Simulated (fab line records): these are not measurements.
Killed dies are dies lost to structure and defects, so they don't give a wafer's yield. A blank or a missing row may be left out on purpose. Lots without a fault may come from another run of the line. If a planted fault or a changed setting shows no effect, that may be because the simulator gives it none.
A struck lot beside a sound one    flow n5-finfet    14 steps out of a route of 1938
Sound: wafers L343.1, L343.3, L343.6. The struck wafers were L350.3, L350.5, L350.6. The cause is given at the end.
For every step that has rows: the tool of each side, followed by ch and its chambers, followed by its first start. Under that, the readings that differ: sound wafers    struck wafers    difference of the means    sigmas: that difference in standard deviations of wafers without a fault.
alike: a reading whose means differ by less than 2 such deviations, as well as words and numbers matching on both sides. not compared: withheld readings; readings where some wafer has no value; bounds like >300 that might hide an equal value; numbers whose values overlap and for which the record gives no deviation.
The two part at a step that has a row with sigmas, a row that says differs or no value, or rows on one side only. Numbers that have no deviation but don't overlap get no sigmas and don't part them. A reading missing from all wafers of one side parts the sides only when that side holds two or more wafers.

N5_MOL_CONTACT_COAG_PRE_CLEAN_142: time 60 s.
  sound on pvd-sputter-02, day 6 15:53; struck on pvd-sputter-01, day 8 11:04
  alike: heater-power-w
N5_MOL_CONTACT_COAG_SPUTTER_130: material Co, target thk 47.5 nm.
  sound on pvd-sputter-02, day 6 15:57; struck on pvd-sputter-01, day 8 11:08
  alike: cathode-dc-power-W, chamber-pressure-pa, substrate-temp-c, throttle-valve-pct
then, 2 steps without rows for these wafers: N5_MOL_CONTACT_COAG_PRECLEAN_125 (cleans in DIW, time 57.5 s); N5_MOL_CONTACT_COAG_SRD_126 (dry time 32 s).
N5_MOL_CONTACT_COAG_CMP_23: polishes, stops on SiO2, t overpolish 1.5 s, target thk 0 nm.
  sound on cmp-02 ch 0,1,3, day 6 16:10; struck on cmp-03 ch 2,3, day 8 11:19
reading                 sound           struck       difference  sigmas
time-to-endpoint-s (s)  11.0 13.4 14.0  7.5 6.7 4.8  -6.5        -2
  alike: motor-current-A, overpolish-run-s
then, 2 steps without rows for these wafers: N5_MOL_CONTACT_COAG_WET_ETCH_26 (target Co, target depth 13 nm); N5_MOL_CONTACT_COAG_WET_ETCH_116 (etches the open film in SC1-inhibited, target depth 4.6 nm, rinse time 30 s).
N5_MOL_CONTACT_COAG_ALD_27: deposits SiOC, target thk 17 nm, pulse time 1.5 s, time 2720 s.
  sound on ald-sin-01 ch 0,1,3, day 6 16:57; struck on ald-sin-03 ch 1,2, day 8 13:10
  alike: heater-power-w, precursor-pulse-height-rel, susceptor-temp-C
N5_MOL_CONTACT_COAG_CMP_28: polishes, stops on SiNx, t overpolish 0.85 s, target thk 14.522 nm.
  sound on cmp-01 ch 0,2, day 6 18:31; struck on cmp-02 ch 1,2,3, day 8 14:49
  alike: motor-current-A, time-to-endpoint-s
N5_MOL_CONTACT_COAG_THK_MEAS_29:
  sound on film-metro-01, day 6 18:49; struck on film-metro-02, day 8 15:02
  alike: MD_CAP_THK
N5_MOL_CONTACT_COAG_ALD_123: deposits SiNx, target thk 5 nm, pulse time 1 s, purge time 2 s.
  sound on ald-sin-01 ch 2,3, day 6 18:51; struck on ald-sin-03 ch 2,3, day 8 19:29
reading               sound                 struck                difference  sigmas
susceptor-temp-C (C)  399.98 399.75 400.14  392.76 392.77 393.38  -6.99       -29
  alike: heater-power-w, precursor-pulse-height-rel
then, 1 step without rows for these wafers: N5_MOL_CONTACT_COAG_PECVD_31 (deposits SiO2 from TEOS/O2, target thk 46 nm, time 8.9 s).
-- record jumps: 3 days separate the struck wafers' starts on either side; left off in module MOL_CONTACT_COAG, taken up again in module BEOL_M4, whose first shown step is the route's number 1111 --
N5_BEOL_M4_RC_MEAS_101:
  sound on prober-02 ch 0, day 9 06:01; struck on prober-01 ch 0, day 11 14:00
  alike: DIBL_N, DIBL_P, IOFF_N, IOFF_P, ION_N, ION_P, SS_N, SS_P, VT_N, VT_P
after that, 1 step had no rows for these wafers: N5_PASSIVATION_PROBE_49.

## WHERE THEY PART
At N5_MOL_CONTACT_COAG_CMP_23 first; at N5_MOL_CONTACT_COAG_ALD_123 last (within this record only). Later steps at which nothing parts them and some readings are alike: N5_BEOL_M4_RC_MEAS_101.

WHY: whatever the simulator had introduced
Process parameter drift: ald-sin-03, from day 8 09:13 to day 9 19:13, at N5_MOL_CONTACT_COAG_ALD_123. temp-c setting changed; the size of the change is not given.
